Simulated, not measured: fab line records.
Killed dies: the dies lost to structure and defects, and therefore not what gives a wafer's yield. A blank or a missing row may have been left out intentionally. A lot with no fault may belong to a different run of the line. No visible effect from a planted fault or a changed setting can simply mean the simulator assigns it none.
Problem report in the 8D (eight disciplines) form, filled by code    flow n5Finfet    the parts of the form that need people (team, actions taken, sign-off) are left out

## 1. THE PROBLEM
timeToEndpointS at N5_BEOL_M14_CMP_49 reads a mean of 77 s on 5 wafers of 3 lots; wafers without a fault read 122 s with a standard deviation of 3.5. That puts it -13 standard deviations away from the usual mean.
The step: polishes, stops on SiO2, t overpolish 5.2 s, target thk 560 nm.
Earliest sighting: wafer L486.2 on cmp-04 at day 15 07:13. At this step, 31 wafers from 11 lots have a number in the record. By rule, "out" or "out of limits" means more than 4 standard deviations away from the usual mean. The rest of the wafers with a number are treated as sound.

## 2. WHAT IT IS, AND WHAT IT ISN'T
question                     is                                      is not
which readings at this step  timeToEndpointS                         headPressurePsi, motorCurrentA, platenRpm, slurryFlowMlMin
which lots                   L486, L487, L489                        L477, L483, L484, L495, L496, L497, L498, L499
which wafers of those lots   L486.2, L487.2, L487.5, L489.2, L489.5  L486.1, L486.6
read on which tools          cmp-02, cmp-04                          cmp-01
when                         from day 15 07:13                       up to then (11 sound wafers); but 15 sound wafers of L495, L496, L497, L498, L499 came after

## 3. SUSPECTS, AND WHAT RULES EACH OUT
Counting: a tool at a process step up to the reading stays a suspect if it ran every lot that is out. Sound lots after the first of them don't rule it out here, since some wafers of a struck lot are sound.
- ecdCu-01 at N5_BEOL_M14_ECD_47 (material Cu, target thk 1248 nm): kept. Every lot that is out went through it, the first being L486 (day 15 06:41); the last sound lot it ran before that was L483 (day 14 06:28).
Left after counting: ecdCu-01 at N5_BEOL_M14_ECD_47.

## 4. THE CAUSE (what the simulator had put in)
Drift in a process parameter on ecdCu-01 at N5_BEOL_M14_ECD_47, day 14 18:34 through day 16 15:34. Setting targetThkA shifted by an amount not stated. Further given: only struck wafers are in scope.
This tool alone remained once counting was done.

## 5. THE CHAIN OF EFFECTS, in route order
One row per reading whose mean, taken over the struck wafers that have a number, lies over 3 standard deviations from the usual. Only readings whose record carries a usual standard deviation are examined. hours: median over the lots of the time between each lot's start at the first step of this table that gives one and its start at this step. sigmas: the change, counted in usual standard deviations.
hours  step                reading          usual  on struck wafers  change  sigmas
0      N5_BEOL_M14_CMP_49  timeToEndpointS  122 s  77                -45     -13
It contains these process steps:
- N5_BEOL_M14_CMP_49: polishes, stops on SiO2, t overpolish 5.2 s, target thk 560 nm.
Later measuring or inspecting steps at which every struck wafer that the step has a row for has a number for every such reading, and none has moved that far: N5_BEOL_M14_THK_MEAS_50.

## 6. WHAT WOULD HAVE CAUGHT IT SOONER
The fault began at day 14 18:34; the first out-of-limits reading in this record came at day 15 07:13, 13 hours later.
Lots out: 3; of these, L489, L487 started N5_BEOL_M14_ECD_47 on ecdCu-01 after day 15 07:13. A hold on the tool at that time would have spared those 2.
